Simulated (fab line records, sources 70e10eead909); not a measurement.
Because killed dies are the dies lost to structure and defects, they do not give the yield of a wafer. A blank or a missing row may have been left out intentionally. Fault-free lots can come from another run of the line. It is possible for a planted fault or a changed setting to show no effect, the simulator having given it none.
3 desks looking at one fault -- flow nandHarc -- numbers are kept per desk, each desk with only its own; the story behind them comes last

FOR THE TOOL OWNER'S DESK: harEtch-02
The tool's own readings at NHARC_A_CHANNEL_HOLE_D1_ETCH_25 (etches the open film in C4F8/O2/Ar, time 1040.2 s, target depth 1500 nm): means of the sampled wafers that have a number, for each lot that ran on this tool. Any lot whose mean is over 4 standard deviations away from the usual mean is out of limits and marked OUT; that distance is given in the brackets.
Columns: A = chamberPressureMTorr at NHARC_A_CHANNEL_HOLE_D1_ETCH_25, usual 19.998 mTorr; B = drypumpMotorCurrentA at NHARC_A_CHANNEL_HOLE_D1_ETCH_25, usual 5.2 A; C = showerheadPlenumPTorr at NHARC_A_CHANNEL_HOLE_D1_ETCH_25, usual 3.70 Torr; D = throttleValvePct at NHARC_A_CHANNEL_HOLE_D1_ETCH_25, usual 32.234 %
lot,first seen here,A,B,C,D
L567,day 9 01:35,19.993,5.6,3.69,32.227
L574,day 10 21:07,20.022,5.2,3.77,32.244
L577,day 11 14:57,19.993,5.2,3.76,32.228
L588,day 14 09:15,19.992,5.5,3.67,32.235
Result from this desk: across the 4 lots, nothing is out of limits.

THE METROLOGY DESK
What the gauges read, lot by lot, whatever tool the lot ran on: means of the sampled wafers that have a number. Any lot whose mean is over 4 standard deviations away from the usual mean is out of limits and marked OUT; that distance is given in the brackets.
Columns: A = cdNm at NHARC_A_CHANNEL_HOLE_D1_CD_MEAS_18, usual 98.5 nm
lot,first seen here,A
L565,day 7 17:57,99.7
L566,day 8 18:56,99.5
L567,day 8 19:45,97.1
L569,day 9 03:11,99.1
L574,day 10 17:44,97.2
L577,day 11 11:50,99.0
L578,day 12 01:44,100.6
L581,day 12 10:22,98.6
L582,day 12 20:29,98.4
L583,day 12 20:39,99.5
L584,day 13 03:35,96.9
L588,day 14 05:58,99.8
Result from this desk: across the 12 lots, nothing is out of limits.

THE DEFECT DESK
For each lot, the counts of the inspections along the route, averaged over the sampled wafers that have a number. Any lot whose mean is over 4 standard deviations away from the usual mean is out of limits and marked OUT; that distance is given in the brackets.
Columns: A = rawDefectCount at NHARC_A_CHANNEL_HOLE_D1_INSPECT_40, usual 62
lot,first seen here,A
L565,day 7 23:43,64
L566,day 9 00:44,66
L567,day 9 04:24,46
L569,day 9 09:55,54
L574,day 10 23:29,305 (+14) OUT
L577,day 11 17:38,298 (+14) OUT
L578,day 12 07:32,64
L581,day 12 16:08,95
L582,day 13 02:16,69
L583,day 13 06:27,74
L584,day 13 10:35,84
L588,day 14 11:47,37
This desk's finding: out of limits on L574, L577; first on L574, day 10 23:29 (rawDefectCount at NHARC_A_CHANNEL_HOLE_D1_INSPECT_40). In limits: L565, L566, L567, L569, L578, L581, L582, L583, L584, L588.

PUT TOGETHER
The defect desk could have raised an alarm at day 10 23:29, on L574, L577.
Nothing out of limits was seen by the tool owner's desk.
The metrology desk saw nothing out of limits.
The tool owner's desk has L574, L577 on record, within its limits.
The metrology desk holds a record of L574, L577, inside its limits.
NHARC_A_CHANNEL_HOLE_D1_ETCH_25 was run on harEtch-02 by each of the lots named.

WHAT HAD BEEN PUT IN BY THE SIMULATOR
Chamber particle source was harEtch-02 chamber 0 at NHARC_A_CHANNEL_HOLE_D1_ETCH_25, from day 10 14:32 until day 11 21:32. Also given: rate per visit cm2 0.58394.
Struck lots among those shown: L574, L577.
Hours from the fault's start to each desk's first reading out of limits: the defect desk, 9.
